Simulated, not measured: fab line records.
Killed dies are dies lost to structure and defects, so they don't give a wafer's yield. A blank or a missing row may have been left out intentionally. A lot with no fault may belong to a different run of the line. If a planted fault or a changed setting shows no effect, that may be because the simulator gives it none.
fab line records	flow n5_finfet
record lots=24	wafers=72	last_day=18
route steps=1938 shown DUMMY_GATE@234 SD_EPI_P@307 ILD0@338
lots with no fault: from the same line, run without faults
start_h: hours from the record's first day to the start of the lot's first wafer shown	wait_h: time in hours since the lot's previous step	" as in the row above	L1.1+2: a row that stands for several wafers	- no value, or no start was given	* or withheld: withheld	< > ~ a bound
route shown NAME@n: a module of which the file shows steps, and the number in the route of the first	usual: average and standard deviation across the fault-free wafers	same: alike in all rows	chamber/n: place in a boat	sites: per-site readings	_std_site: their standard deviation	_edge_site: mean of outer sites minus mean of inner sites	radius_mm: how far each site lies from the wafer's centre	mask NAME#n: copy n	behind: the tool/chamber that last shaped the wafer	hold: reason for holding the lot/hours on hold/outcome of the hold	device: the transistor (n, p or np) that didn't switch	end of line: the tests these same wafers got at the end of their route	a step without rows: its recipe alone	killed: at the first sort, the dies lost to defects and structure; wafer yield is something else	map: shows each die of a wafer: x if killed, . if not, _ if none is there
set.NAME: the setting that was run; set.NAME@STEP: the one run at that earlier step	model.NAME: the simulator's own value behind a step, which no gauge read
the route's steps for a sample of lots (tables are steps, rows are wafers)
services: when a tool's chamber went out of use (start_h, in hours from the record's first day, below 0 if earlier), for how many hours, and the reason
## steps
# step N5_DUMMY_GATE_DESCUM_20
# recipe chemistry=O2	time_s=6.2	source_power_w=50	bias_power_w=20	pressure_mtorr=20	rf_frequency_hz=2.712e+07	temp_c=40	resist=CAR-EUV	o2_flow_sccm=225
# usual drypump_motor_current_A=5.8/0.59	o2_flow_sccm=225.0/0.62	oes_product_au=0.76/0.072	rf_vpp_V=243.4/1.2	showerhead_plenum_p_Torr=2.11/0.056	throttle_valve_pct=20.4/0.38
lot.wafer	tool	chamber	start_h	wait_h	drypump_motor_current_A	o2_flow_sccm	oes_product_au	rf_hours_counter_h	rf_vpp_V	showerhead_plenum_p_Torr	throttle_valve_pct
L074.2	rie_diel-03	3	47.75	0.0	5.8	224.7	0.83	61	243.8	2.12	20.1
L074.5	"	2	"	"	5.6	224.6	0.76	-	243.8	2.11	20.8
L074.6	"	1	"	"	6.3	224.7	0.73	-	245.0	2.16	20.1
L075.1	rie_diel-02	3	54.37	0.0	6.6	224.5	0.97	4	243.0	2.05	19.9
L075.2	"	2	"	"	4.6	225.5	0.70	219	242.8	2.16	20.7
L075.6	"	3	"	"	6.6	225.1	0.97	-	243.4	2.05	19.8
L076.3	rie_diel-03	3	58.35	0.3	5.8	224.3	0.83	63	243.0	2.12	20.1
L076.5	"	3	"	"	5.8	225.6	0.83	-	244.2	2.12	20.1
L076.6	"	0	"	"	5.1	225.2	0.73	-	242.4	2.09	20.7
L077.1	rie_diel-03	2	63.16	0.0	5.6	224.5	0.76	165	243.8	2.11	20.8
L077.3	"	0	"	"	5.1	224.9	0.73	191	241.4	2.08	20.7
L077.6	"	0	"	"	5.1	225.0	0.73	-	241.6	2.08	20.7
L078.1	rie_diel-02	2	70.53	0.1	4.6	225.5	0.69	225	243.4	2.16	20.7
L078.2	"	3	"	"	6.6	224.6	0.95	10	243.4	2.05	19.9
L078.6	"	2	"	"	4.6	225.2	0.70	-	244.6	2.16	20.7
L079.1	rie_diel-03	0	77.91	0.0	5.1	225.0	0.72	197	243.9	2.08	20.7
L079.4	"	1	"	"	6.3	224.9	0.72	186	243.2	2.16	20.1
L079.5	"	1	"	"	6.3	225.1	0.73	-	243.9	2.16	20.1
L080.3	rie_diel-02	0	84.01	0.0	5.7	225.2	0.72	187	243.2	2.18	21.0
L080.4	"	3	"	"	6.6	225.6	0.93	14	243.0	2.05	19.9
L080.5	"	0	"	"	5.8	225.1	0.72	-	244.3	2.18	21.0
L081.1	rie_diel-02	2	88.27	0.0	4.7	224.3	0.70	232	243.4	2.16	20.7
L081.2	"	0	"	"	5.8	224.1	0.72	189	244.9	2.18	21.1
L081.5	"	0	"	"	5.8	224.9	0.72	-	244.5	2.18	21.0
L082.2	rie_diel-02	3	97.57	0.8	6.6	224.9	0.93	19	243.4	2.04	19.9
L082.5	"	1	"	"	6.6	225.7	0.72	-	244.7	2.18	20.6
L082.6	"	2	"	"	4.7	224.9	0.69	-	245.3	2.15	20.7
L083.2	rie_diel-03	0	102.75	0.0	5.1	225.4	0.71	208	241.8	2.08	20.8
L083.4	"	1	"	"	6.3	224.6	0.72	196	244.4	2.16	20.1
L083.6	"	2	"	"	5.6	225.8	0.74	-	242.5	2.11	20.8
L084.1	rie_diel-04	3	107.94	0.0	6.2	225.1	0.75	181	243.2	2.06	20.2
L084.3	"	2	"	"	5.2	225.0	0.77	125	244.4	2.12	20.1
L084.5	"	1	"	"	5.3	225.6	0.88	-	241.9	2.03	20.0
L085.3	rie_diel-03	3	115.76	0.6	5.8	224.5	0.80	79	245.0	2.12	20.1
L085.4	"	0	"	"	5.1	226.1	0.71	212	243.4	2.08	20.8
L085.5	"	1	"	"	6.3	225.5	0.71	-	244.6	2.16	20.1
L086.3	rie_diel-03	1	119.66	0.2	6.3	224.5	0.71	202	243.6	2.16	20.1
L086.5	"	0	"	"	5.1	226.2	0.71	-	242.4	2.08	20.8
L086.6	"	1	"	"	6.3	224.6	0.72	-	243.6	2.16	20.1
L087.2	rie_diel-02	3	125.88	0.0	6.6	224.7	0.89	30	240.4	2.04	19.9
L087.4	"	2	"	"	4.7	224.9	0.68	246	244.8	2.15	20.7
L087.5	"	2	"	"	4.7	225.0	0.68	-	243.0	2.15	20.7
L088.2	rie_diel-03	3	130.71	0.0	5.8	224.9	0.80	83	243.7	2.11	20.1
L088.3	"	1	"	"	6.3	224.7	0.71	204	244.2	2.16	20.1
L088.6	"	0	"	"	5.2	225.0	0.71	-	243.8	2.08	20.8
L089.1	rie_diel-04	3	137.38	0.6	6.2	224.3	0.74	191	242.8	2.06	20.2
L089.3	"	0	"	"	5.9	224.3	0.76	117	240.9	1.93	20.4
L089.4	"	1	"	"	5.3	223.0	0.84	74	241.3	2.03	20.0
L090.1	rie_diel-03	2	142.43	0.1	5.6	224.1	0.73	196	241.9	2.10	20.8
L090.2	"	0	"	"	5.1	224.4	0.70	223	242.0	2.07	20.8
L090.3	"	1	"	"	6.3	225.5	0.71	210	245.1	2.15	20.1
L091.2	rie_diel-03	1	148.21	0.0	6.3	224.5	0.70	213	243.8	2.15	20.1
L091.4	"	1	"	"	6.3	223.9	0.70	-	244.9	2.15	20.1
L091.6	"	0	"	"	5.1	225.0	0.70	-	242.2	2.07	20.8
L092.2	rie_diel-02	0	155.11	0.0	5.8	226.2	0.70	214	243.8	2.17	21.1
L092.4	"	0	"	"	5.8	225.2	0.70	-	244.4	2.17	21.1
L092.5	"	1	"	"	6.6	224.7	0.69	-	243.8	2.17	20.6
L093.2	rie_diel-04	2	161.58	0.0	5.2	225.8	0.75	142	243.8	2.11	20.1
L093.3	"	1	"	"	5.3	224.3	0.84	83	242.2	2.03	20.0
L093.4	"	3	"	"	6.3	225.5	0.73	198	241.6	2.05	20.2
L094.3	rie_diel-03	1	167.64	0.0	6.3	223.6	0.70	220	245.0	2.15	20.1
L094.4	"	0	"	"	5.1	225.4	0.70	231	243.7	2.07	20.8
L094.6	"	2	"	"	5.6	225.0	0.74	-	243.5	2.10	20.9
L095.4	rie_diel-03	1	172.77	0.5	6.3	225.3	0.70	222	246.6	2.15	20.1
L095.5	"	3	"	"	5.8	224.5	0.79	-	243.6	2.11	20.2
L095.6	"	0	"	"	5.1	226.3	0.69	-	242.6	2.07	20.8
L096.2	rie_diel-02	1	177.12	0.0	6.6	225.6	0.70	200	244.0	2.17	20.6
L096.3	"	2	"	"	4.6	223.9	0.98	1	243.1	2.15	20.3
L096.5	"	2	"	"	4.6	224.0	0.98	-	243.9	2.15	20.3
L097.1	rie_diel-03	1	185.75	0.2	6.3	225.2	0.70	225	243.5	2.15	20.1
L097.4	"	0	"	"	5.1	226.0	0.69	237	242.7	2.07	20.8
L097.5	"	2	"	"	5.6	224.2	0.73	-	242.8	2.10	20.9
# step N5_DUMMY_GATE_CD_MEAS_24
# recipe target_cd_nm=15
# usual cd_nm=14.9/0.41
lot.wafer	tool	chamber	start_h	wait_h	cd_nm
L074.2	cd_sem-01	-	48.63	0.1	15.9
L074.5	"	-	"	"	15.5
L074.6	"	-	"	"	14.9
L075.1	cd_sem-03	-	55.24	0.1	15.2
L075.2	"	-	"	"	14.2
L075.6	"	-	"	"	14.2
L076.3	cd_sem-03	-	59.25	0.1	15.5
L076.5	"	-	"	"	14.9
L076.6	"	-	"	"	14.6
L077.1	cd_sem-03	-	64.26	0.1	15.8
L077.3	"	-	"	"	15.0
L077.6	"	-	"	"	15.2
L078.1	cd_sem-03	-	71.40	0.1	15.0
L078.2	"	-	"	"	14.4
L078.6	"	-	"	"	15.5
L079.1	cd_sem-01	-	78.79	0.1	15.3
L079.4	"	-	"	"	15.0
L079.5	"	-	"	"	15.7
L080.3	cd_sem-01	-	84.99	0.1	14.5
L080.4	"	-	"	"	15.1
L080.5	"	-	"	"	14.9
L081.1	cd_sem-02	-	89.14	0.1	14.5
L081.2	"	-	"	"	14.2
L081.5	"	-	"	"	14.7
L082.2	cd_sem-02	-	98.62	0.1	14.7
L082.5	"	-	"	"	15.5
L082.6	"	-	"	"	14.7
L083.2	cd_sem-03	-	103.62	0.1	15.1
L083.4	"	-	"	"	14.9
L083.6	"	-	"	"	14.6
L084.1	cd_sem-01	-	108.81	0.1	15.5
L084.3	"	-	"	"	14.6
L084.5	"	-	"	"	15.4
L085.3	cd_sem-02	-	116.81	0.1	15.3
L085.4	"	-	"	"	14.9
L085.5	"	-	"	"	15.5
L086.3	cd_sem-03	-	120.62	0.1	14.3
L086.5	"	-	"	"	14.3
L086.6	"	-	"	"	14.5
L087.2	cd_sem-01	-	126.76	0.1	14.8
L087.4	"	-	"	"	15.0
L087.5	"	-	"	"	14.3
L088.2	cd_sem-03	-	131.78	0.1	15.0
L088.3	"	-	"	"	15.1
L088.6	"	-	"	"	14.4
L089.1	cd_sem-03	-	138.25	0.1	14.8
L089.3	"	-	"	"	14.9
L089.4	"	-	"	"	15.3
L090.1	cd_sem-02	-	143.30	0.1	14.4
L090.2	"	-	"	"	14.8
L090.3	"	-	"	"	15.1
L091.2	cd_sem-02	-	149.08	0.1	15.0
L091.4	"	-	"	"	15.2
L091.6	"	-	"	"	14.6
L092.2	cd_sem-02	-	155.98	0.1	14.9
L092.4	"	-	"	"	15.1
L092.5	"	-	"	"	14.8
L093.2	cd_sem-01	-	162.46	0.1	14.7
L093.3	"	-	"	"	15.5
L093.4	"	-	"	"	14.7
L094.3	cd_sem-02	-	168.76	0.1	15.0
L094.4	"	-	"	"	15.0
L094.6	"	-	"	"	14.9
L095.4	cd_sem-02	-	173.75	0.1	14.5
L095.5	"	-	"	"	15.5
L095.6	"	-	"	"	15.0
L096.2	cd_sem-01	-	177.99	0.1	14.9
L096.3	"	-	"	"	14.7
L096.5	"	-	"	"	14.7
L097.1	cd_sem-01	-	186.63	0.1	14.7
L097.4	"	-	"	"	14.7
L097.5	"	-	"	"	14.4
# step N5_SD_EPI_P_ETCH_36
# recipe chemistry=CF4	target=SiARC	target_depth_a=455	mask_material=CAR-ArF-block	time_s=75.8	ion_energy_ev=80	pressure_mtorr=40	source_w=545	bias_w=36	Ar_flow_sccm=100	cf4_flow_sccm=100	ends=cleared
# usual drypump_motor_current_A=5.9/0.64	etch_rf_on_time_s=76.3/1.4	oes_product_au=0.65/0.064	rf_vpp_V=184.3/1.2	showerhead_plenum_p_Torr=2.16/0.057	throttle_valve_pct=15.7/0.36
lot.wafer	tool	chamber	start_h	wait_h	drypump_motor_current_A	etch_rf_on_time_s	oes_product_au	rf_hours_counter_h	rf_vpp_V	showerhead_plenum_p_Torr	throttle_valve_pct
L074.2	rie_diel-04	2	55.50	0.0	5.2	77.5	0.66	117	184.2	2.15	15.2
L074.5	"	1	"	"	5.3	75.1	0.74	-	182.8	2.08	15.2
L074.6	"	2	"	"	5.1	76.9	0.66	-	184.7	2.15	15.2
L075.1	rie_diel-03	1	62.23	0.0	6.3	75.9	0.62	184	185.7	2.21	15.3
L075.2	"	2	"	"	5.6	75.4	0.65	165	184.8	2.13	15.8
L075.6	"	0	"	"	5.1	76.9	0.62	-	183.8	2.14	15.9
L076.3	rie_diel-04	3	66.72	0.0	6.2	76.3	0.64	177	184.2	2.14	15.6
L076.5	"	2	"	"	5.2	78.0	0.65	-	184.7	2.15	15.2
L076.6	"	3	"	"	6.3	76.1	0.63	-	183.1	2.14	15.6
L077.1	rie_diel-03	0	70.41	0.0	5.1	77.1	0.62	194	184.8	2.14	15.9
L077.3	"	2	"	"	5.6	75.3	0.65	-	184.9	2.13	15.8
L077.6	"	2	"	"	5.7	75.9	0.65	-	183.2	2.13	15.8
L078.1	rie_diel-03	2	77.21	0.0	5.6	76.2	0.65	172	184.6	2.13	15.8
L078.2	"	1	"	"	6.3	76.3	0.62	186	185.8	2.21	15.4
L078.6	"	1	"	"	6.3	76.1	0.62	-	185.5	2.21	15.4
L079.1	rie_diel-02	3	84.80	0.0	6.6	74.9	0.80	14	182.7	2.11	15.1
L079.4	"	1	"	"	6.6	76.6	0.61	167	183.8	2.21	15.7
L079.5	"	2	"	"	4.7	75.8	0.60	-	184.5	2.21	15.9
L080.3	rie_diel-02	2	91.54	0.0	4.7	75.4	0.59	233	184.6	2.21	15.9
L080.4	"	3	"	"	6.6	74.3	0.79	16	182.9	2.11	15.1
L080.5	"	0	"	"	5.8	79.3	0.62	-	186.3	2.23	16.2
L081.1	rie_diel-03	1	95.20	0.0	6.3	75.7	0.61	194	185.2	2.21	15.4
L081.2	"	2	"	"	5.6	75.9	0.65	179	183.1	2.13	15.8
L081.5	"	0	"	"	5.1	77.3	0.61	-	183.7	2.14	15.9
L082.2	rie_diel-02	2	106.34	0.0	4.7	75.5	0.59	239	185.1	2.21	16.0
L082.5	"	3	"	"	6.6	75.0	0.78	-	184.3	2.11	15.1
L082.6	"	0	"	"	5.7	79.4	0.60	-	184.9	2.22	16.2
L083.2	rie_diel-02	1	110.01	0.0	6.6	76.8	0.60	178	184.5	2.21	15.8
L083.4	"	2	"	"	4.7	75.1	0.60	240	184.2	2.21	16.0
L083.6	"	0	"	"	5.8	78.5	0.61	-	184.2	2.22	16.2
L084.1	rie_diel-04	3	116.11	0.0	6.2	76.5	0.63	183	185.0	2.14	15.6
L084.3	"	0	"	"	5.9	75.9	0.66	110	182.4	1.99	15.5
L084.5	"	0	"	"	5.9	75.7	0.66	-	181.9	1.99	15.5
L085.3	rie_diel-02	3	125.14	0.0	6.6	75.1	0.77	30	182.8	2.11	15.2
L085.4	"	2	"	"	4.7	75.1	0.59	245	184.8	2.21	15.9
L085.5	"	1	"	"	6.6	77.3	0.61	-	185.5	2.21	15.8
L086.3	rie_diel-02	0	126.51	0.0	5.8	77.7	0.61	204	185.7	2.22	16.2
L086.5	"	0	"	"	5.8	77.7	0.61	-	184.9	2.22	16.2
L086.6	"	1	"	"	6.6	75.7	0.61	-	183.8	2.21	15.8
L087.2	rie_diel-02	2	134.44	0.0	4.7	74.2	0.59	247	187.1	2.21	16.0
L087.4	"	0	"	"	5.8	77.1	0.61	205	184.2	2.22	16.2
L087.5	"	0	"	"	5.7	77.7	0.60	-	184.6	2.22	16.2
L088.2	rie_diel-02	3	138.93	0.0	6.6	74.9	0.76	33	181.9	2.10	15.1
L088.3	"	2	"	"	4.6	75.3	0.59	250	185.0	2.21	16.0
L088.6	"	3	"	"	6.6	74.7	0.76	-	183.3	2.10	15.2
L089.1	rie_diel-02	0	144.75	0.0	5.7	78.6	0.60	210	185.0	2.22	16.2
L089.3	"	3	"	"	6.6	75.2	0.76	36	182.8	2.10	15.2
L089.4	"	1	"	"	6.6	76.8	0.60	-	186.1	2.21	15.8
L090.1	rie_diel-03	1	149.67	0.0	6.3	75.2	0.61	214	184.8	2.20	15.4
L090.2	"	3	"	"	5.8	75.1	0.68	86	184.4	2.16	15.3
L090.3	"	0	"	"	5.1	77.6	0.60	226	183.0	2.13	16.0
L091.2	rie_diel-03	2	156.13	0.0	5.6	76.2	0.63	197	184.2	2.12	15.8
L091.4	"	3	"	"	5.8	74.7	0.67	89	184.8	2.16	15.4
L091.6	"	2	"	"	5.6	75.9	0.63	-	185.0	2.12	15.9
L092.2	rie_diel-02	1	161.78	0.0	6.6	78.1	0.59	195	184.9	2.20	15.8
L092.4	"	1	"	"	6.6	77.7	0.59	-	184.3	2.20	15.8
L092.5	"	0	"	"	5.7	79.3	0.60	-	184.4	2.22	16.2
L093.2	rie_diel-03	3	168.05	0.0	5.8	74.7	0.67	91	183.1	2.16	15.3
L093.3	"	0	"	"	5.1	76.9	0.60	232	183.5	2.13	16.0
L093.4	"	2	"	"	5.7	75.5	0.63	200	185.7	2.12	15.8
L094.3	rie_diel-02	0	174.59	0.0	5.7	78.0	0.60	220	185.8	2.22	16.2
L094.4	"	3	"	"	6.6	75.1	0.75	-	184.7	2.10	15.2
L094.6	"	0	"	"	5.7	78.3	0.59	-	186.1	2.22	16.3
L095.4	rie_diel-02	0	179.60	0.0	5.8	77.6	0.60	221	183.8	2.22	16.2
L095.5	"	1	"	"	6.6	76.5	0.60	-	184.9	2.20	15.8
L095.6	"	2	"	"	4.7	73.4	0.83	-	186.9	2.21	15.4
L096.2	rie_diel-04	0	185.14	0.0	5.9	76.0	0.64	131	182.6	1.98	15.6
L096.3	"	2	"	"	5.2	77.9	0.63	149	184.1	2.14	15.2
L096.5	"	2	"	"	5.2	77.1	0.64	-	184.6	2.14	15.2
L097.1	rie_diel-02	2	192.41	0.0	4.6	73.3	0.81	6	183.2	2.21	15.5
L097.4	"	0	"	"	5.8	77.9	0.60	226	186.4	2.21	16.3
L097.5	"	1	"	"	6.6	77.2	0.60	-	184.7	2.20	15.8
# step N5_ILD0_CMP_03
# recipe stop_on=SiNx	t_overpolish_s=1.9	post_cmp_clean=alkaline_brush	down_force_psi=4.1491	platen_rpm=51.796	pad_velocity_m_s=1.0306	target_thk_nm=197.38
# usual motor_current_A=12.3/1.3	overpolish_run_s=1.899/0.0081	time_to_endpoint_s=69/4.3
lot.wafer	tool	chamber	start_h	wait_h	motor_current_A	overpolish_run_s	time_to_endpoint_s
L074.2	cmp-01	3	63.61	0.1	13.9	1.887	74
L074.6	"	1	"	"	13.5	1.903	70
L074.5	"	2	"	"	13.1	1.891	65
L075.1	cmp-02	3	70.32	0.1	11.7	1.890	75
L075.2	"	1	"	"	10.7	1.920	71
L075.6	"	3	"	"	12.0	1.904	74
L076.3	cmp-02	0	73.68	0.1	11.1	1.913	69
L076.5	"	2	"	"	11.2	1.896	76
L076.6	"	3	"	"	10.6	1.892	72
L077.3	cmp-04	0	78.41	0.0	13.2	1.907	71
L077.1	"	2	"	"	13.7	1.895	68
L077.6	"	0	"	"	12.4	1.898	71
L078.2	cmp-02	1	85.15	0.0	10.4	1.904	69
L078.1	"	2	"	"	11.6	1.907	73
L078.6	"	2	"	"	10.9	1.902	70
L079.1	cmp-02	3	92.32	0.3	12.0	1.901	71
L079.4	"	0	"	"	10.7	1.904	66
L079.5	"	1	"	"	10.2	1.893	69
L080.4	cmp-04	0	98.39	0.0	13.4	1.893	67
L080.3	"	3	"	"	14.9	1.909	65
L080.5	"	0	"	"	12.7	1.899	67
L081.2	cmp-02	0	103.19	0.0	11.9	1.908	67
L081.1	"	2	"	"	11.8	1.896	74
L081.5	"	1	"	"	10.6	1.914	71
L082.2	cmp-01	2	114.05	0.1	12.9	1.906	65
L082.5	"	1	"	"	13.2	1.898	65
L082.6	"	2	"	"	12.2	1.896	62
L083.2	cmp-01	2	117.17	0.0	13.6	1.894	60
L083.4	"	3	"	"	14.4	1.905	70
L083.6	"	3	"	"	14.0	1.909	72
L084.1	cmp-04	0	123.05	0.1	14.2	1.916	67
L084.3	"	1	"	"	11.4	1.887	59
L084.5	"	3	"	"	14.6	1.899	64
L086.3	cmp-04	1	134.50	0.1	11.2	1.911	63
L086.5	"	2	"	"	13.0	1.903	66
L086.6	"	3	"	"	14.2	1.897	71
L085.4	cmp-04	0	138.01	0.1	13.3	1.899	67
L085.3	"	1	"	"	11.0	1.903	68
L085.5	"	2	"	"	12.6	1.909	65
L087.4	cmp-04	2	141.49	0.1	12.9	1.888	68
L087.2	"	0	"	"	13.4	1.891	71
L087.5	"	2	"	"	13.3	1.887	69
L088.2	cmp-01	0	145.85	0.0	10.8	1.893	74
L088.3	"	1	"	"	13.1	1.904	69
L088.6	"	1	"	"	13.0	1.890	71
L089.3	cmp-02	3	153.94	0.1	11.2	1.896	70
L089.1	"	0	"	"	11.3	1.900	67
L089.4	"	1	"	"	10.8	1.899	69
L090.1	cmp-02	2	156.62	0.1	11.2	1.890	72
L090.2	"	3	"	"	11.6	1.905	70
L090.3	"	0	"	"	11.3	1.908	65
L091.4	cmp-01	2	163.04	0.1	13.2	1.914	74
L091.2	"	0	"	"	11.0	1.911	84
L091.6	"	1	"	"	12.8	1.899	77
L092.2	cmp-04	3	168.76	0.1	13.4	1.895	69
L092.4	"	0	"	"	13.2	1.898	70
L092.5	"	2	"	"	13.5	1.902	67
L093.3	cmp-04	2	174.93	0.1	13.8	1.903	65
L093.2	"	3	"	"	14.1	1.906	69
L093.4	"	0	"	"	13.7	1.895	67
L094.4	cmp-02	3	182.15	0.1	11.7	1.898	70
L094.3	"	2	"	"	11.0	1.900	72
L094.6	"	3	"	"	11.5	1.893	75
L095.4	cmp-01	3	188.19	0.0	14.0	1.901	71
L095.5	"	3	"	"	14.1	1.908	70
L095.6	"	0	"	"	11.6	1.889	74
L096.3	cmp-01	2	193.62	0.1	13.0	1.894	69
L096.2	"	0	"	"	10.6	1.909	76
L096.5	"	2	"	"	12.7	1.886	67
L097.4	cmp-04	3	200.58	0.1	14.4	1.902	66
L097.1	"	0	"	"	12.9	1.900	65
L097.5	"	2	"	"	12.9	1.903	65
# step N5_ILD0_ALD_15
# recipe material=SiNx	target_thk_a=240	temp_c=400	ald_precursor_family=SiH2I2	ald_co_reactant=N2/H2-plasma	pulse_time_s=1	ald_cycles=480	purge_time_s=2	co_reactant_purge_time_s=2	pressure_torr=2
# usual heater_power_w=826/90	precursor_pulse_height_rel=0.997/0.019
lot.wafer	tool	chamber	start_h	wait_h	heater_power_w	precursor_pulse_height_rel
L074.2	ald_sin-02	1	65.09	0.7	881	1.020
L074.5	"	1	66.18	1.4	873	1.004
L074.6	"	0	"	"	915	0.988
L075.1	ald_sin-03	3	71.62	0.6	976	1.041
L075.2	"	2	"	"	724	0.996
L075.6	"	2	72.70	1.1	726	0.977
L076.3	ald_sin-03	1	75.07	0.4	888	0.984
L076.5	"	0	76.15	1.2	756	0.991
L076.6	"	3	"	"	983	0.989
L077.1	ald_sin-03	1	79.87	0.7	876	1.002
L077.3	"	3	"	"	985	0.965
L077.6	"	0	80.95	1.2	754	0.997
L078.1	ald_sin-03	0	86.49	0.6	758	0.976
L078.2	"	1	"	"	865	0.996
L078.6	"	3	87.57	1.1	954	1.000
L079.1	ald_sin-02	3	94.24	1.1	716	1.032
L079.4	"	0	"	"	920	0.994
L079.5	"	2	95.33	1.3	787	1.031
L080.3	ald_sin-03	1	99.91	0.5	889	1.014
L080.4	"	2	"	"	739	0.974
L080.5	"	3	101.00	1.3	994	0.954
L081.1	ald_sin-02	1	105.18	1.1	882	1.024
L081.2	"	3	"	"	753	1.019
L081.5	"	3	106.27	1.3	704	0.952
L082.2	ald_sin-04	0	116.01	0.9	743	1.015
L082.5	"	2	117.10	1.3	812	0.975
L082.6	"	1	"	"	903	0.988
L083.2	ald_sin-02	3	118.51	0.5	761	0.991
L083.4	"	1	"	"	873	1.016
L083.6	"	2	119.60	1.1	787	0.984
L084.1	ald_sin-03	3	124.35	0.6	973	1.032
L084.3	"	0	"	"	761	0.998
L084.5	"	1	125.43	1.3	888	0.999
L086.3	ald_sin-02	0	135.86	0.5	925	1.012
L086.5	"	2	136.95	1.4	757	0.989
L086.6	"	3	"	"	744	0.970
L085.3	ald_sin-02	2	139.93	0.7	788	1.020
L085.4	"	3	"	"	738	1.005
L085.5	"	3	141.02	1.3	746	1.008
L087.2	ald_sin-04	3	142.83	0.5	658	1.007
L087.4	"	1	"	"	893	1.000
L087.5	"	2	143.91	1.2	841	1.006
L088.2	ald_sin-02	0	147.18	0.5	915	0.985
L088.3	"	3	"	"	731	0.987
L088.6	"	0	148.27	1.1	926	0.992
L089.1	ald_sin-03	0	155.24	0.6	765	0.983
L089.3	"	2	"	"	718	1.021
L089.4	"	3	"	"	1000	0.988
L090.1	ald_sin-03	2	157.92	0.6	736	1.017
L090.2	"	3	"	"	986	1.002
L090.3	"	1	"	"	888	0.993
L091.2	ald_sin-04	0	164.33	0.5	765	0.973
L091.4	"	3	165.42	1.3	652	1.006
L091.6	"	1	"	"	925	0.944
L092.2	ald_sin-02	1	170.05	0.5	888	0.984
L092.4	"	0	"	"	934	0.987
L092.5	"	1	171.14	1.2	888	1.002
L093.2	ald_sin-02	3	176.23	0.5	739	0.992
L093.3	"	1	"	"	877	1.013
L093.4	"	2	"	"	787	0.964
L094.3	ald_sin-02	1	183.65	0.5	890	0.987
L094.4	"	0	"	"	929	1.003
L094.6	"	1	184.74	1.3	881	0.992
L095.4	ald_sin-04	1	190.89	1.6	916	0.964
L095.5	"	0	"	"	756	0.997
L095.6	"	3	"	"	658	1.007
L096.2	ald_sin-02	1	195.28	0.8	863	0.999
L096.3	"	0	"	"	914	0.983
L096.5	"	1	196.37	1.6	873	0.998
L097.1	ald_sin-03	3	201.84	0.6	933	1.006
L097.4	"	1	"	"	857	1.032
L097.5	"	0	202.93	1.2	746	0.994
# step N5_ILD0_INSPECT_06
# recipe inspect_instrument=darkfield	mode=post_cmp
# usual raw_defect_count=37/20
lot.wafer	tool	chamber	start_h	wait_h	raw_defect_count
L074.2	defect_inspect-01	-	67.61	0.0	47
L074.5	"	-	"	"	25
L074.6	"	-	"	"	33
L075.1	defect_inspect-02	-	74.21	0.0	21
L075.2	"	-	"	"	41
L075.6	"	-	"	"	69
L076.3	defect_inspect-02	-	77.59	0.0	28
L076.5	"	-	"	"	38
L076.6	"	-	"	"	19
L077.1	defect_inspect-02	-	82.39	0.0	63
L077.3	"	-	"	"	41
L077.6	"	-	"	"	53
L078.1	defect_inspect-01	-	89.01	0.0	13
L078.2	"	-	"	"	35
L078.6	"	-	"	"	41
L079.1	defect_inspect-02	-	96.87	0.0	25
L079.4	"	-	"	"	49
L079.5	"	-	"	"	26
L080.3	defect_inspect-01	-	102.43	0.0	10
L080.4	"	-	"	"	29
L080.5	"	-	"	"	20
L081.1	defect_inspect-01	-	108.28	0.0	21
L081.2	"	-	"	"	16
L081.5	"	-	"	"	19
L082.2	defect_inspect-01	-	118.53	0.0	36
L082.5	"	-	"	"	31
L082.6	"	-	"	"	33
L083.2	defect_inspect-02	-	121.03	0.0	32
L083.4	"	-	"	"	32
L083.6	"	-	"	"	16
L084.1	defect_inspect-01	-	126.87	0.0	37
L084.3	"	-	"	"	54
L084.5	"	-	"	"	34
L086.3	defect_inspect-01	-	138.38	0.0	24
L086.5	"	-	"	"	29
L086.6	"	-	"	"	15
L085.3	defect_inspect-01	-	142.46	0.0	36
L085.4	"	-	"	"	25
L085.5	"	-	"	"	48
L087.2	defect_inspect-02	-	145.35	0.0	91
L087.4	"	-	"	"	70
L087.5	"	-	"	"	72
L088.2	defect_inspect-01	-	149.70	0.0	40
L088.3	"	-	"	"	17
L088.6	"	-	"	"	19
L089.1	defect_inspect-01	-	157.76	0.0	26
L089.3	"	-	"	"	26
L089.4	"	-	"	"	20
L090.1	defect_inspect-01	-	160.44	0.0	20
L090.2	"	-	"	"	12
L090.3	"	-	"	"	18
L091.2	defect_inspect-01	-	166.86	0.0	17
L091.4	"	-	"	"	17
L091.6	"	-	"	"	29
L092.2	defect_inspect-02	-	172.57	0.0	43
L092.4	"	-	"	"	46
L092.5	"	-	"	"	47
L093.2	defect_inspect-02	-	178.75	0.0	103
L093.3	"	-	"	"	93
L093.4	"	-	"	"	31
L094.3	defect_inspect-02	-	186.18	0.0	26
L094.4	"	-	"	"	37
L094.6	"	-	"	"	37
L095.4	defect_inspect-01	-	192.32	0.0	12
L095.5	"	-	"	"	29
L095.6	"	-	"	"	45
L096.2	defect_inspect-01	-	197.82	0.0	37
L096.3	"	-	"	"	34
L096.5	"	-	"	"	44
L097.1	defect_inspect-02	-	204.36	0.0	51
L097.4	"	-	"	"	20
L097.5	"	-	"	"	11
## services
tool	chamber	start_h	hours	kind
rie_diel-02	3	23.92	-	clean
rie_diel-02	3	23.92	-	consumable_replace:focus_ring
rie_diel-02	3	23.92	15.6	scheduled_down
cmp-01	-	29.39	1.7	repair
rie_diel-04	0	37.92	4.8	repair
ald_sin-02	0	50.67	7.0	repair
rie_diel-02	1	53.32	16.7	repair
rie_diel-03	3	64.95	12.8	repair
rie_diel-03	1	65.00	11.8	repair
cmp-04	-	73.73	4.0	pm
cmp-01	-	75.80	1.0	repair
rie_diel-04	-	79.77	28.1	pm
cmp-01	-	94.15	9.5	pm
cmp-01	-	103.65	8.3	pm
cmp-02	-	103.74	4.0	pm
ald_sin-04	-	112.72	2.8	pm
ald_sin-04	3	132.14	3.9	repair
rie_diel-03	3	133.54	12.3	repair
rie_diel-03	2	143.43	10.1	repair
cmp-02	-	158.53	3.9	repair
ald_sin-03	-	177.13	14.0	pm
ald_sin-04	2	177.27	15.7	repair
cmp-04	-	182.02	4.5	repair
ald_sin-02	3	197.71	27.5	repair
## key
fault none
